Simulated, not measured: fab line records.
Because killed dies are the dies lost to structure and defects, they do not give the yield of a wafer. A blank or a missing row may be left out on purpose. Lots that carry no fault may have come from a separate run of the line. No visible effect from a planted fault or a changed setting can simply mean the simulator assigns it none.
One fault seen from 2 desks | flow n5Finfet | only its own numbers are on each desk; what lay behind them is given at the end

== AT THE METROLOGY DESK ==
Lot by lot, what the gauges showed, no matter which tool ran the lot: averages of those sampled wafers that carry a number. Any lot whose mean is over 4 standard deviations away from the usual mean is out of limits and marked OUT; that distance is given in the brackets. 7 of its 11 readings are shown, namely those furthest out on some lot.
Columns: A = cdNm at N5_BEOL_M3_CD_MEAS_18, usual 17.91 nm; B = IOFF_P at N5_BEOL_M4_RC_MEAS_101, usual 0.22 nA/um; C = ION_P at N5_BEOL_M4_RC_MEAS_101, usual 462 uA/um; D = SS_N at N5_BEOL_M4_RC_MEAS_101, usual 71.6 mV/dec; E = SS_P at N5_BEOL_M4_RC_MEAS_101, usual 73.5 mV/dec; F = VT_N at N5_BEOL_M4_RC_MEAS_101, usual 250 mV; G = VT_P at N5_BEOL_M4_RC_MEAS_101, usual -250 mV
lot  | first seen here | A     | B    | C   | D    | E    | F   | G
L968 | day 8 05:23     | 17.82 | 0.22 | 462 | 72.2 | 73.3 | 249 | -250
L971 | day 8 09:39     | 18.12 | 0.16 | 448 | 71.1 | 72.5 | 255 | -257
L969 | day 8 17:58     | 18.16 | 0.21 | 477 | 70.6 | 72.9 | 251 | -249
L972 | day 8 20:32     | 18.00 | 0.21 | 457 | 71.6 | 73.2 | 253 | -250
L973 | day 9 04:25     | 17.87 | 0.23 | 464 | 71.8 | 74.0 | 251 | -249
L975 | day 9 13:54     | 18.09 | 0.21 | 464 | 71.4 | 73.7 | 253 | -249
L986 | day 12 15:07    | 17.56 | 0.25 | 462 | 71.9 | 73.6 | 249 | -248
L985 | day 12 15:20    | 17.73 | 0.21 | 463 | 72.1 | 74.2 | 246 | -252
L987 | day 12 16:35    | 18.22 | 0.24 | 458 | 71.6 | 74.4 | 253 | -248
L989 | day 12 23:36    | 18.03 | 0.27 | 467 | 72.0 | 73.7 | 247 | -244
L988 | day 13 05:25    | 17.91 | 0.22 | 466 | 71.4 | 73.3 | 250 | -249
L990 | day 13 06:16    | 17.50 | 0.24 | 465 | 71.9 | 73.7 | 249 | -249
This desk's finding: nothing out of limits on any of the 12 lots.

== TOOL OWNER'S DESK, rieMetal-03 ==
The tool's own readings at N5_BEOL_M3_HM_OPEN_17 (chemistry Cl2/BCl3, target TiN, target depth 20 nm, overetch 6 nm): means of the sampled wafers that have a number, for each lot that ran on this tool. Any lot whose mean is over 4 standard deviations away from the usual mean is out of limits and marked OUT; that distance is given in the brackets.
Columns: A = bcl3FlowSccm at N5_BEOL_M3_HM_OPEN_17, usual 21.75 sccm; B = biasW at N5_BEOL_M3_HM_OPEN_17, usual 126.0 W; C = drypumpMotorCurrentA at N5_BEOL_M3_HM_OPEN_17, usual 5.5 A; D = oesProductAu at N5_BEOL_M3_HM_OPEN_17, usual 0.63 a.u.; E = throttleValvePct at N5_BEOL_M3_HM_OPEN_17, usual 22.26 %
lot  | first seen here | A     | B     | C   | D    | E
L969 | day 8 17:47     | 21.63 | 126.0 | 5.2 | 0.59 | 22.55
L972 | day 8 20:14     | 21.74 | 125.7 | 5.2 | 0.59 | 22.37
L988 | day 13 05:11    | 21.75 | 126.1 | 5.2 | 0.57 | 22.40
This desk's finding: nothing out of limits on any of the 3 lots.

== TAKEN TOGETHER ==
From the metrology desk's view, nothing was out of limits.
The desk of the tool owner found nothing out of limits.

== WHAT THE SIMULATOR PUT IN ==
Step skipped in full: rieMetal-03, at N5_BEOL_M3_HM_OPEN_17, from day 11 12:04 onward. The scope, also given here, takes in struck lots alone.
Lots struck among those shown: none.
